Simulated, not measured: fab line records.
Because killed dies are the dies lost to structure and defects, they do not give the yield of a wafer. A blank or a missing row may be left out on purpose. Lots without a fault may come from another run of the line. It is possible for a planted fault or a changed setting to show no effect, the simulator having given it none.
2 desks looking at one fault + flow n5-finfet + each desk has only its own numbers; what lay behind them comes last

## DESK OF THE TOOL OWNER: litho-track-02
The tool's own readings at N5_BEOL_M11_COAT_63 (time 60 s, resist thk 100 nm): means of the sampled wafers that have a number, for each lot that ran on this tool. Marked OUT: a lot whose mean sits more than 4 standard deviations from the usual mean, which makes it out of limits; the brackets give that distance.
Columns: A = resist-line-temp-C at N5_BEOL_M11_COAT_63, usual 23.03 C; B = spin-speed-rpm at N5_BEOL_M11_COAT_63, usual 1499.9 rpm
| lot  | first seen here | A     | B                |
|------|-----------------|-------|------------------|
| L904 | day 15 09:35    | 22.94 | 1454.8 (-45) OUT |
| L901 | day 15 20:49    | 23.17 | 1454.5 (-45) OUT |
| L909 | day 18 14:26    | 22.90 | 1499.7           |
| L915 | day 19 18:02    | 22.89 | 1499.6           |
| L917 | day 19 18:13    | 23.06 | 1499.5           |
| L919 | day 20 03:41    | 23.16 | 1499.4           |
This desk finds L901, L904 out of limits, L904 being first, at day 15 09:35 (spin-speed-rpm at N5_BEOL_M11_COAT_63). L909, L915, L917, L919: within limits.

## THE DEFECT DESK
Lot by lot, what the route's inspections counted, given as the mean of those sampled wafers with a number. Marked OUT: a lot whose mean sits more than 4 standard deviations from the usual mean, which makes it out of limits; the brackets give that distance.
Columns: A = raw-defect-count at N5_BEOL_M11_INSPECT_13, usual 412
| lot  | first seen here | A   |
|------|-----------------|-----|
| L896 | day 13 15:48    | 267 |
| L904 | day 15 08:14    | 467 |
| L901 | day 15 18:33    | 416 |
| L911 | day 18 04:07    | 415 |
| L910 | day 18 10:30    | 343 |
| L909 | day 18 10:40    | 298 |
| L913 | day 18 15:59    | 436 |
| L918 | day 18 21:08    | 375 |
| L915 | day 19 16:26    | 431 |
| L917 | day 19 16:40    | 345 |
| L919 | day 20 01:02    | 368 |
This desk found nothing out of limits on any of the 11 lots.

## BROUGHT TOGETHER
On L901, L904, at day 15 09:35, an alarm was possible from the tool owner's desk.
Nothing out of limits was seen by the defect desk.
The defect desk has L901, L904 on record, within its limits.
Of the lots named, all ran N5_BEOL_M11_COAT_63 on litho-track-02.

## WHAT THE SIMULATOR HAD INSERTED
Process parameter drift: litho-track-02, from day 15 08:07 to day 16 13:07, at N5_BEOL_M11_COAT_63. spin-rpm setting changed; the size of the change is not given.
Struck lots among those shown: L901, L904.
Delay in hours, fault start to first out-of-limits reading, by desk: the tool owner's desk at 1.
